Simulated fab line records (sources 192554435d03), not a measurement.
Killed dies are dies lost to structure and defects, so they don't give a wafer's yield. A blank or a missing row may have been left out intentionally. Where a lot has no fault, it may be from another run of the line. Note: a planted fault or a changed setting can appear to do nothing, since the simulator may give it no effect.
fab line records + flow n5Finfet
record
- lots=5
- wafers=12
- lastDay=18
route steps=1938 shown MOL_CONTACT_COAG@626 BEOL_M0_SAQP@632 BEOL_M4@1111 PASSIVATION@1936
lots that met no fault: from a run of the same line without faults
startH: hours from the record's opening day to when the first of the lot's shown wafers began + waitH: how many hours have passed since the lot's step before this one + " identical to the entry in the row above + L1.1+2: a row that stands for several wafers + - value missing, or start not given + * or withheld: withheld + < > ~ a bound
route shown NAME@n: names a module that has steps shown in the file, with the first one's number in the route + usual: mean/standard deviation of fault-free wafers + same: alike in all rows + chamber/n: place in a boat + sites: readings site by site + _std_site: standard deviation of those values + _edge_site: inner sites' mean taken away from outer sites' mean + radiusMm: how far each site lies from the wafer's centre + mask NAME#n: copy n + behind: the last tool/chamber to shape the wafer + hold: the reason the lot was held/the length of the hold in hours/how it ended + device: which transistor (n, p or np) failed to switch + end of line: the tests these same wafers got at the end of their route + for a step that has no rows: nothing shown but its recipe + killed: at the first sort, the dies lost to defects and structure; wafer yield is something else + map: the dies of a wafer, with x for killed, . for not killed, _ for no die there
set.NAME: setting as actually run; set.NAME@STEP: the setting as run at that earlier step + model.NAME: the simulator's own value behind a step, which no gauge read
a table for each step, a row for each wafer; lots at some steps of the route
services: a tool's chamber out of use, with start hour (startH, from the record's first day; less than 0 if before it), hours out, and reason
## steps
# step N5_MOL_CONTACT_COAG_SRD_128
# recipe
- dryTimeS=32
- dry=n2Spin
- spinRpm=1500
# step N5_MOL_CONTACT_COAG_CMP_52
# recipe
- stopOn=SiO2
- tOverpolishS=1.5
- postCmpClean=wDiluteNh4oh
- downForcePsi=4
- platenRpm=50.289
- padVelocityMS=1.0006
- targetThkNm=66.5
# step N5_MOL_CONTACT_COAG_ANNEAL_112
# recipe
- tempC=400
- timeS=1800
- ambient=HPD2
- pressureAtm=10
# step N5_BEOL_M0_SAQP_PECVD_00
# recipe
- material=SiCN
- targetThkA=80
- tempC=withheld
- precursor=3MS/NH3
- pressureTorr=3
- rfW=202
- timeS=14
# step N5_BEOL_M0_SAQP_ILD_DEP_01
# recipe
- material=SiOC
- targetThkA=454.19
- tempC=350
- precursor=DEMS/O2
- pressureTorr=5
- rfW=500
- timeS=8.7
# step N5_BEOL_M0_SAQP_HM_DEP_02
# recipe
- material=TiN
- targetThkA=120
- tempC=25
- chamberPressurePa=0.49996
# step N5_BEOL_M0_SAQP_PECVD_03
# recipe
- material=SiCN
- targetThkA=120
- tempC=withheld
- precursor=3MS/NH3
- pressureTorr=3
- rfW=202
- timeS=21.1
# step N5_BEOL_M0_SAQP_PECVD_96
# recipe
- material=a-Si
- targetThkA=450
- tempC=350
- precursor=SiH4/He
- pressureTorr=3
- rfW=100
- timeS=45.2
# step N5_BEOL_M0_SAQP_PECVD_97
# recipe
- material=SiNx
- targetThkA=230
- tempC=350
- precursor=SiH4/NH3/N2
- pressureTorr=1.5
- rfW=300
- timeS=19.9
# step N5_BEOL_M0_SAQP_PECVD_04
# recipe
- material=a-Si
- targetThkA=600
- tempC=350
- precursor=SiH4/He
- pressureTorr=3
- rfW=100
- timeS=60.2
# usual
- chamberPressureTorr=3.001/0.0069
- heaterPowerW=628/52
- showerheadPlenumPTorr=5.67/0.056
- throttleValvePct=18.0/1.1
| lot.wafer | tool     | chamber | startH | waitH | chamberPressureTorr | heaterPowerW | showerheadPlenumPTorr | throttleValvePct | model.a-Si_of_BEOL_M0_SAQP_PECVD_04.thkNm |
|-----------|----------|---------|--------|-------|---------------------|--------------|-----------------------|------------------|-------------------------------------------|
| L993.1    | pecvd-01 | 1       | 138.51 | 0.0   | 2.992               | 553          | 5.56                  | 19.7             | 59.6                                      |
| L993.5    | "        | 2       | "      | "     | 3.006               | 717          | 5.61                  | 18.5             | 60.2                                      |
| L993.6    | "        | 1       | "      | "     | 2.999               | 554          | 5.56                  | 19.5             | 59.8                                      |
| L998.1    | pecvd-04 | 2       | 175.64 | 0.0   | 2.996               | 611          | 5.69                  | 16.2             | 58.8                                      |
| L998.3    | "        | 0       | "      | "     | 2.995               | 674          | 5.66                  | 19.1             | 58.6                                      |
| L998.5    | "        | 0       | "      | "     | 3.006               | 669          | 5.66                  | 19.0             | 59.6                                      |
| L108.4    | pecvd-04 | 0       | 233.39 | 0.0   | 3.000               | 734          | 5.66                  | 18.6             | 60.2                                      |
| L108.5    | "        | 2       | "      | "     | 3.000               | 556          | 5.69                  | 16.1             | 35.8                                      |
| L109.3    | pecvd-04 | 0       | 237.92 | 0.0   | 3.002               | 693          | 5.67                  | 18.9             | 36.2                                      |
| L109.4    | "        | 0       | "      | "     | 2.997               | 682          | 5.66                  | 18.9             | 60.2                                      |
| L110.2    | pecvd-04 | 0       | 254.97 | 0.0   | 2.993               | 639          | 5.68                  | 18.8             | 60.2                                      |
| L110.5    | "        | 2       | "      | "     | 3.001               | 537          | 5.68                  | 16.2             | 36.6                                      |
# step N5_BEOL_M0_SAQP_THK_MEAS_05
# usual
- thkNm=59.9/0.79
| lot.wafer | tool         | chamber | startH | waitH | thkNm |
|-----------|--------------|---------|--------|-------|-------|
| L993.1    | filmMetro-02 | -       | 138.61 | 0.1   | 59.6  |
| L993.5    | "            | -       | "      | "     | 60.1  |
| L993.6    | "            | -       | "      | "     | 59.8  |
| L998.1    | filmMetro-02 | -       | 175.74 | 0.1   | 58.8  |
| L998.3    | "            | -       | "      | "     | 58.6  |
| L998.5    | "            | -       | "      | "     | 59.5  |
| L108.4    | filmMetro-01 | -       | 233.45 | 0.0   | 60.2  |
| L108.5    | "            | -       | "      | "     | 35.8  |
| L109.3    | filmMetro-01 | -       | 238.02 | 0.1   | 36.2  |
| L109.4    | "            | -       | "      | "     | 60.3  |
| L110.2    | filmMetro-02 | -       | 255.06 | 0.1   | 60.2  |
| L110.5    | "            | -       | "      | "     | 36.6  |
# step N5_BEOL_M0_SAQP_HM_DEP_111
# recipe
- material=SiO2
- targetThkA=120
- tempC=400
- precursor=SiH4/N2O
- pressureTorr=0.75
- rfW=275
- timeS=7.2
# step N5_BEOL_M0_SAQP_COAT_81
# recipe
- resist=SOC
- tempC=250
- timeS=60
- spinRpm=1500
- resistThkNm=100
# step N5_BEOL_M0_SAQP_COAT_82
# recipe
- resist=SiARC
- tempC=220
- timeS=60
- spinRpm=1500
- resistThkNm=30
# step N5_BEOL_M0_SAQP_COAT_08
# recipe
- resist=CAR-ArF
- spinRpm=1500
- resistThkNm=90
# step N5_BEOL_M0_SAQP_EBR_10
# recipe
- solvent=PGMEA
- ebrWidthMm=1.5
# step N5_BEOL_M0_SAQP_SOFTBAKE_09
# recipe
- tempC=110
- timeS=60
- resist=CAR-ArF
# step N5_BEOL_M0_SAQP_EXPOSE_11
# recipe
- maskId=M0_CORE
- na=1.35
- sourceShape=dipole
- sigmaInner=0.538
- sigmaOuter=0.738
- polarization=te
- targetCdNm=42
- doseMj=55
# step N5_BEOL_M0_SAQP_PEB_12
# recipe
- pebTempC=withheld
- pebTimeS=60
- resist=CAR-ArF
# step N5_BEOL_M0_SAQP_DEVELOP_13
# recipe
- developTimeS=30
- developer=TMAH
- resist=CAR-ArF
- devTempC=23
- rinseLiquid=diw
- dry=airSpin
# step N5_BEOL_M0_SAQP_DESCUM_19
# recipe
- chemistry=O2
- timeS=7.9
- sourcePowerW=50
- biasPowerW=20
- pressureMtorr=20
- rfFrequencyHz=2.712e+07
- tempC=40
- resist=CAR-ArF
- o2FlowSccm=225
# step N5_BEOL_M0_SAQP_ETCH_83
# recipe
- chemistry=CF4
- target=SiARC
- targetDepthA=390
- maskMaterial=CAR-ArF
- timeS=65
- ionEnergyEv=80
- pressureMtorr=40
- sourceW=545
- biasW=36
- Ar_flow_sccm=100
- cf4FlowSccm=100
- ends=cleared
# step N5_BEOL_M0_SAQP_ETCH_84
# recipe
- chemistry=N2/H2
- target=SOC
- targetDepthA=1000
- overetchA=200
- maskMaterial=SiARC
- tempC=40
- timeS=150
- ionEnergyEv=200
- pressureMtorr=30
- sourceW=840
- biasW=150
- n2FlowSccm=200
- h2FlowSccm=200
# step N5_BEOL_M0_SAQP_STRIP_80
# recipe
- chemistry=N2/H2
- tempC=40
- n2FlowSccm=200
- h2FlowSccm=200
- rfFrequencyHz=6e+07
# step N5_BEOL_M0_SAQP_HM_OPEN_112
# recipe
- chemistry=CHF3/O2
- target=SiO2
- stopOn=a-Si
- targetDepthA=120
- overEtchFrac=1.25
- maskMaterial=SOC
- timeS=13.5
- pressureMtorr=30
- sourceW=650
- biasW=170
- Ar_flow_sccm=200
- CHF3_flow_sccm=50
- O2_flow_sccm=5
- ionEnergyEv=200
- ends=endPoint
# step N5_BEOL_M0_SAQP_STRIP_113
# recipe
- chemistry=CHF3/O2
- resist=SiARC
- rfFrequencyHz=6e+07
# step N5_BEOL_M0_SAQP_MANDREL_ETCH_20
# recipe
- targetDepthA=600
- chemistry=HBr/Cl2
- target=a-Si
- stopOn=SiNx
- btTimeS=10
- maskMaterial=SOC
- overEtchFrac=0.5
- timeS=30
- pressureMtorr=10
- icpW=800
- biasW=75
- HBr_flow_sccm=150
- Cl2_flow_sccm=80
- ends=endPoint
# usual
- drypumpMotorCurrentA=5.9/0.42
- oesProductAu=0.769/0.015
- throttleValvePct=35.4/0.3
| lot.wafer | tool     | chamber | startH | waitH | drypumpMotorCurrentA | oesProductAu | rfHoursCounterH | throttleValvePct | model.etch.depthNm |
|-----------|----------|---------|--------|-------|----------------------|--------------|-----------------|------------------|--------------------|
| L993.1    | rieSi-02 | 1       | 139.39 | 0.0   | 6.1                  | 0.763        | 21              | 34.8             | 59.6               |
| L993.5    | "        | 2       | "      | "     | 5.2                  | 0.752        | -               | 35.2             | 60.05              |
| L993.6    | "        | 3       | "      | "     | 6.1                  | 0.776        | -               | 35.4             | 59.82              |
| L998.1    | rieSi-01 | 2       | 176.95 | 0.0   | 6.2                  | 0.776        | 1               | 35.3             | 58.75              |
| L998.3    | "        | 3       | "      | "     | 6.5                  | 0.740        | 75              | 36.0             | 58.54              |
| L998.5    | "        | 3       | "      | "     | 6.5                  | 0.751        | -               | 36.0             | 59.47              |
| L108.4    | rieSi-02 | 1       | 234.66 | 0.0   | 6.1                  | 0.765        | 23              | 34.8             | 60.17              |
| L108.5    | "        | 1       | "      | "     | 6.1                  | 0.592        | -               | 35.1             | 35.79              |
| L109.3    | rieSi-01 | 2       | 238.86 | 0.0   | 6.2                  | 0.606        | 1               | 35.7             | 36.26              |
| L109.4    | "        | 0       | "      | "     | 5.4                  | 0.786        | 41              | 35.6             | 60.23              |
| L110.2    | rieSi-01 | 1       | 256.42 | 0.0   | 5.3                  | 0.781        | 60              | 35.3             | 60.26              |
| L110.5    | "        | 0       | "      | "     | 5.4                  | 0.610        | -               | 36.0             | 36.54              |
# step N5_BEOL_M0_SAQP_STRIP_86
# recipe
- chemistry=N2/H2
- powerW=500
- tempC=40
- pressureMtorr=50
- rfFrequencyHz=6e+07
- overashFraction=0.3
- biasPowerW=28
- h2Frac=0.5
- n2FlowSccm=300
- h2FlowSccm=300
# step N5_BEOL_M0_SAQP_STRIP_115
# recipe
- chemistry=postEtchResidueRemover
- timeS=60
- tempC=25
- removerPh=withheld
- removerWaterWtPct=withheld
- removerFluorideWtPct=withheld
# step N5_BEOL_M0_SAQP_SRD_93
# recipe
- dry=ipaMarangoni
- timeS=30
- tempC=23
- rinseLiquid=diw
# step N5_BEOL_M0_SAQP_RECESS_114
# recipe
- chemistry=HF/NH3
- target=SiO2
- targetDepthA=144
- afsCycles=3
- tempC=30
- sublimationTempC=180
- sublimationTimeS=60
# step N5_BEOL_M0_SAQP_SPACER1_ALD_98
# recipe
- material=SiO2
- targetThkA=128
- tempC=300
- aldPrecursorFamily=BDEAS
- aldCoReactant=O2-plasma
- pulseTimeS=1
- purgeTimeS=2
- coReactantPurgeTimeS=2
- aldCycles=138
- pressureTorr=2
# step N5_BEOL_M0_SAQP_SPACER1_ETCHBACK_99
# recipe
- chemistry=CHF3/O2
- mode=anisotropicEtchback
- target=SiO2
- targetDepthA=154
- timeS=7.7
- pressureMtorr=30
- sourceW=650
- biasW=170
- Ar_flow_sccm=200
- CHF3_flow_sccm=50
- O2_flow_sccm=5
- ionEnergyEv=200
# usual
- drypumpMotorCurrentA=5.7/0.4
- oesProductAu=0.78/0.08
- rfVppV=520/10
- showerheadPlenumPTorr=2.41/0.084
- throttleValvePct=18.95/0.21
| lot.wafer | tool       | chamber | startH | waitH | drypumpMotorCurrentA | oesProductAu | rfHoursCounterH | rfVppV | showerheadPlenumPTorr | throttleValvePct | model.a-Si_of_BEOL_M0_SAQP_PECVD_04.thkNm |
|-----------|------------|---------|--------|-------|----------------------|--------------|-----------------|--------|-----------------------|------------------|-------------------------------------------|
| L993.1    | rieDiel-04 | 2       | 140.48 | 0.3   | 5.5                  | 0.66         | 242             | 515    | 2.47                  | 19.09            | 59                                        |
| L993.5    | "          | 1       | "      | "     | 6.2                  | 0.82         | -               | 515    | 2.43                  | 18.78            | 59.4                                      |
| L993.6    | "          | 2       | "      | "     | 5.5                  | 0.66         | -               | 516    | 2.47                  | 19.08            | 59.2                                      |
| L998.1    | rieDiel-02 | 0       | 178.08 | 0.3   | 5.0                  | 0.78         | 146             | 510    | 2.23                  | 19.01            | 58.2                                      |
| L998.3    | "          | 3       | "      | "     | 5.5                  | 0.74         | 160             | 541    | 2.40                  | 18.90            | 58                                        |
| L998.5    | "          | 2       | "      | "     | 5.8                  | 0.69         | -               | 531    | 2.39                  | 18.85            | 58.8                                      |
| L108.4    | rieDiel-03 | 3       | 235.86 | 0.3   | 6.3                  | 0.78         | 120             | 511    | 2.53                  | 19.06            | 59.6                                      |
| L108.5    | "          | 0       | "      | "     | 5.4                  | 0.72         | -               | 522    | 2.39                  | 19.35            | 35.2                                      |
| L109.3    | rieDiel-02 | 0       | 240.77 | 0.3   | 5.0                  | 0.77         | 166             | 512    | 2.22                  | 19.05            | 35.6                                      |
| L109.4    | "          | 3       | "      | "     | 5.4                  | 0.72         | 180             | 541    | 2.40                  | 18.93            | 59.6                                      |
| L110.2    | rieDiel-03 | 3       | 258.00 | 0.3   | 6.3                  | 0.79         | 126             | 509    | 2.53                  | 19.04            | 59.6                                      |
| L110.5    | "          | 0       | "      | "     | 5.4                  | 0.71         | -               | 524    | 2.39                  | 19.36            | 36                                        |
# step N5_BEOL_M0_SAQP_MANDREL1_REMOVE_100
# recipe
- chemistry=HBr/Cl2/O2
- btTimeS=10
- target=a-Si
- stopOn=SiNx
- endpoint=OES-SiCl
- overEtchFrac=0.85
- icpW=600
- biasW=30
- HBr_flow_sccm=150
- Cl2_flow_sccm=80
- O2_flow_sccm=5
- pressureMtorr=10
# step N5_BEOL_M4_RC_MEAS_101
# usual
- DIBL_N=36.0/1.7
- DIBL_P=36.2/2.3
- IOFF_N=0.16/0.03
- IOFF_P=0.21/0.036
- ION_N=679/11
- ION_P=465/7.1
- SS_N=71.4/0.58
- SS_P=73.3/0.75
- VT_N=249/3.1
- VT_P=-251/3.5
| lot.wafer | tool      | chamber | startH | waitH | DIBL_N[mV/V] | DIBL_P[mV/V] | IOFF_N[nA/um] | IOFF_P[nA/um] | ION_N[uA/um] | ION_P[uA/um] | SS_N[mV/dec] | SS_P[mV/dec] | VT_N[mV] | VT_P[mV] |
|-----------|-----------|---------|--------|-------|--------------|--------------|---------------|---------------|--------------|--------------|--------------|--------------|----------|----------|
| L993.1    | prober-02 | 0       | 206.19 | 0.0   | 36.3         | 35.2         | 0.15          | 0.18          | 668          | 458          | 71.0         | 73.9         | 249      | -252     |
| L993.5    | "         | 0       | "      | "     | 36.2         | 35.1         | 0.15          | 0.19          | 675          | 465          | 70.8         | 73.2         | 250      | -251     |
| L993.6    | "         | 0       | "      | "     | 35.5         | 34.5         | 0.13          | 0.17          | 673          | 454          | 70.7         | 73.2         | 253      | -253     |
| L998.1    | prober-02 | 0       | 251.13 | 0.0   | 35.7         | 36.0         | 0.16          | 0.22          | 681          | 470          | 70.8         | 73.1         | 251      | -248     |
| L998.3    | "         | 0       | "      | "     | 37.0         | 37.3         | 0.17          | 0.25          | 682          | 467          | 70.8         | 73.5         | 246      | -246     |
| L998.5    | "         | 0       | "      | "     | 35.4         | 35.4         | 0.14          | 0.21          | 662          | 467          | 71.4         | 73.1         | 253      | -249     |
| L108.4    | prober-02 | 0       | 307.00 | 0.5   | 34.9         | 35.3         | 0.13          | 0.19          | 668          | 465          | 71.4         | 72.7         | 254      | -250     |
| L108.5    | "         | 0       | "      | "     | 34.8         | 34.9         | 0.13          | 0.17          | 671          | 462          | 71.1         | 73.1         | 252      | -255     |
| L109.3    | prober-01 | 0       | 313.93 | 0.3   | 37.3         | 36.1         | 0.18          | 0.21          | 706          | 474          | 71.2         | 73.2         | 247      | -251     |
| L109.4    | "         | 0       | "      | "     | 38.5         | 37.6         | 0.20          | 0.24          | 696          | 469          | 71.7         | 74.8         | 245      | -247     |
| L110.2    | prober-02 | 0       | 321.00 | 0.2   | 34.9         | 37.2         | 0.15          | 0.21          | 676          | 467          | 71.2         | 72.6         | 250      | -249     |
| L110.5    | "         | 0       | "      | "     | 37.0         | 38.7         | 0.18          | 0.22          | 679          | 469          | 71.9         | 74.3         | 248      | -250     |
# step N5_PASSIVATION_PROBE_49
# usual
- defectLimitedYield=91.3/1.5
- killed_at_M0_to_M3=31/11
- killed_at_M4_up=14/5.1
- killedAtContacts=12/5.6
- killedAtFrontEnd=42/12
- killedAtOther=3.8/2.9
- killedDies=103/18
- killedOpen=67/14
- killedShort=33/8
- sort_bin_5_function=5.1/1
- sort_bin_6_memory=3.2/0.75
- sortNPass=1077/18
- sortYieldPct=91.3/1.5
# same
- grossDies=1180
- killedAtBackSide=0
- sort_bin_4_leakage[%]=0
- sort_bin_8_speed[%]=0
| lot.wafer | tool      | chamber | startH | waitH | defectLimitedYield[%] | killed_at_M0_to_M3 | killed_at_M4_up | killedAtContacts | killedAtFrontEnd | killedAtOther | killedDies | killedOpen | killedShort | sort_bin_5_function[%] | sort_bin_6_memory[%] | sortNPass | sortYieldPct[%] |
|-----------|-----------|---------|--------|-------|-----------------------|--------------------|-----------------|------------------|------------------|---------------|------------|------------|-------------|------------------------|----------------------|-----------|-----------------|
| L110.5    | prober-01 | -       | 422.70 | 0.2   | 89.8                  | 36                 | 14              | 20               | 45               | 5             | 120        | 73         | 35          | 5.0                    | 3.6                  | 1060      | 89.8            |
# killed by level:class
L110.5 MOL_CONTACT_COAG:geometricParticle:open=18 HKMG_FIN:areaEtch=12 STI_FIN_REVEAL:geometricParticle:open=9 BEOL_M1:geometricParticle:open=9 BEOL_M0_SAQP:geometricParticle:open=8 BEOL_M0_SAQP:geometricParticle:short=8 FIN_SAQP:geometricParticle:open=6 BEOL_M3:geometricParticle:open=5
## services
| tool       | chamber | startH | hours | kind                        |
|------------|---------|--------|-------|-----------------------------|
| rieSi-01   | 1       | 123.29 | 8.5   | repair                      |
| rieSi-01   | 2       | 131.82 | -     | clean                       |
| rieSi-01   | 2       | 131.82 | 13.2  | scheduledDown               |
| rieSi-01   | 2       | 131.82 | 13.2  | ventCycle                   |
| pecvd-01   | -       | 132.82 | 0.8   | repair                      |
| rieDiel-04 | 3       | 136.92 | -     | clean                       |
| rieDiel-04 | 3       | 136.92 | -     | consumableReplace:focusRing |
| rieDiel-04 | 3       | 136.92 | 28.0  | scheduledDown               |
| rieDiel-04 | 3       | 136.92 | 28.0  | ventCycle                   |
| pecvd-04   | 0       | 137.74 | 5.5   | scheduledDown               |
| pecvd-04   | -       | 144.83 | 28.1  | pm                          |
| rieDiel-03 | 1       | 144.94 | 3.3   | repair                      |
| rieDiel-03 | 1       | 148.25 | -     | clean                       |
| rieDiel-03 | 1       | 148.25 | -     | consumableReplace:esc       |
| rieDiel-03 | 1       | 148.25 | -     | consumableReplace:focusRing |
| rieDiel-03 | 1       | 148.25 | 23.6  | scheduledDown               |
| rieDiel-03 | 1       | 148.25 | 23.6  | ventCycle                   |
| pecvd-01   | -       | 167.36 | 1.7   | repair                      |
| rieDiel-02 | -       | 197.02 | 0.7   | repair                      |
| pecvd-01   | -       | 200.16 | 2.8   | pm                          |
| rieDiel-02 | 1       | 204.40 | 10.7  | repair                      |
| rieSi-02   | 2       | 205.25 | 4.3   | repair                      |
| rieSi-01   | 2       | 222.73 | 8.1   | repair                      |
| rieDiel-03 | 0       | 239.43 | 7.2   | repair                      |
## key
firstSign
- step=N5_BEOL_M0_SAQP_THK_MEAS_05
- reading=thkNm
- direction=down
- sigmas=30
- usual=*
- struck=*
effect
- step=N5_BEOL_M0_SAQP_MANDREL_ETCH_20
- reading=oesProductAu
- direction=down
- sigmas=11
- usual=0.769
- struck=0.603
modelEffect
- step=N5_BEOL_M0_SAQP_PECVD_04
- value=a-Si_of_BEOL_M0_SAQP_PECVD_04.thkNm
- without=60
- struck=36.2
modelEffect
- step=N5_BEOL_M0_SAQP_MANDREL_ETCH_20
- value=etch.depthNm
- without=60
- struck=36.2
modelEffect
- step=N5_BEOL_M0_SAQP_SPACER1_ETCHBACK_99
- value=a-Si_of_BEOL_M0_SAQP_PECVD_04.thkNm
- without=59.33
- struck=35.6
metAt N5_BEOL_M0_SAQP_PECVD_04
struckWafers L108.5,L109.3,L110.5
baselineLoss
- step=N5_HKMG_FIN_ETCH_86
- wafers=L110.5
onsetBetween 175.64 233.39
fault
- kind=processParameterDrift
- tool=pecvd-04
- chamber=-
- onsetH=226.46
- steps=N5_BEOL_M0_SAQP_PECVD_04
- channel=timeS
- offset=*
- shape=step
- endH=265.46
- scope=struckWafersOnly
- actsIn=*
- stated=*
# baselineLoss: these wafers lose ten dies or more at that step, a loss of the line's own and not of a fault; the sort's usual values leave them out
